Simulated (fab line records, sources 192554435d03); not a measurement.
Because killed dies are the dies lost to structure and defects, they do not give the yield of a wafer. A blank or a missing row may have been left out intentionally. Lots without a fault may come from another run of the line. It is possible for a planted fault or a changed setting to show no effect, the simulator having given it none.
Matching of chambers -- flow n5 finfet -- N5_DUMMY_GATE_ETCH_36 on rie diel-04 has 4 sister chambers
The step etches SiARC in CF4, target depth 13 nm. 16 wafers are shown with their chamber, then 8 later ones without.

WAFERS PAIRED WITH THEIR CHAMBERS
wafer,chamber,drypump motor current A (A),throttle valve pct (%),showerhead plenum p Torr (Torr)
L074.1,1,6.3,15.30,2.23
L074.3,2,5.7,15.87,2.24
L074.6,0,5.6,15.86,2.14
L076.2,0,5.6,15.86,2.14
L076.3,2,5.7,15.90,2.24
L076.6,3,5.7,15.42,2.20
L078.1,2,5.7,15.88,2.24
L078.2,3,5.8,15.42,2.20
L078.6,0,5.6,15.87,2.14
L081.1,3,5.7,15.42,2.19
L081.3,0,5.6,15.89,2.14
L081.6,0,5.6,15.90,2.14
L084.1,2,5.7,15.90,2.23
L084.2,3,5.7,15.45,2.19
L084.5,3,5.7,15.43,2.19
L088.1,1,6.3,15.36,2.22

SIGNATURES, as means of the wafers listed above
reading,chamber 0,chamber 1,chamber 2,chamber 3,scatter within a chamber
drypump motor current A,5.600,6.300,5.700,5.720,0.0258
throttle valve pct,15.8760,15.3300,15.8875,15.4280,0.0193
showerhead plenum p Torr,2.1400,2.2250,2.2375,2.1940,0.00452
Rule: distance of a wafer from a chamber = root of the sum over the readings of ((wafer's reading minus chamber's mean) / reading's scatter) squared. If the next closest chamber is less than 2 further off than the closest, the wafer can't be placed; otherwise it belongs to the closest. The scatter is the square root of a quotient: the sum, over the shown wafers, of each reading's squared deviation from its chamber's mean, divided by wafers minus chambers.

WAFERS WITH NO CHAMBER GIVEN
wafer,drypump motor current A (A),throttle valve pct (%),showerhead plenum p Torr (Torr)
L088.5,6.3,15.37,2.22
L088.6,5.6,15.91,2.14
L089.2,5.7,15.93,2.23
L089.4,5.6,15.92,2.13
L089.6,5.7,15.91,2.23
L096.1,5.7,15.95,2.23
L096.4,5.6,15.96,2.13
L096.5,6.3,15.38,2.21

CHAMBER TAKEN BY EACH
wafer,from the rows above,in truth
L088.5,1,1
L088.6,0,0
L089.2,2,2
L089.4,0,0
L089.6,2,2
L096.1,2,2
L096.4,0,0
L096.5,1,1
8 of 8 placed correctly. From these rows, 0 cannot be placed. Placed wrongly: 0.
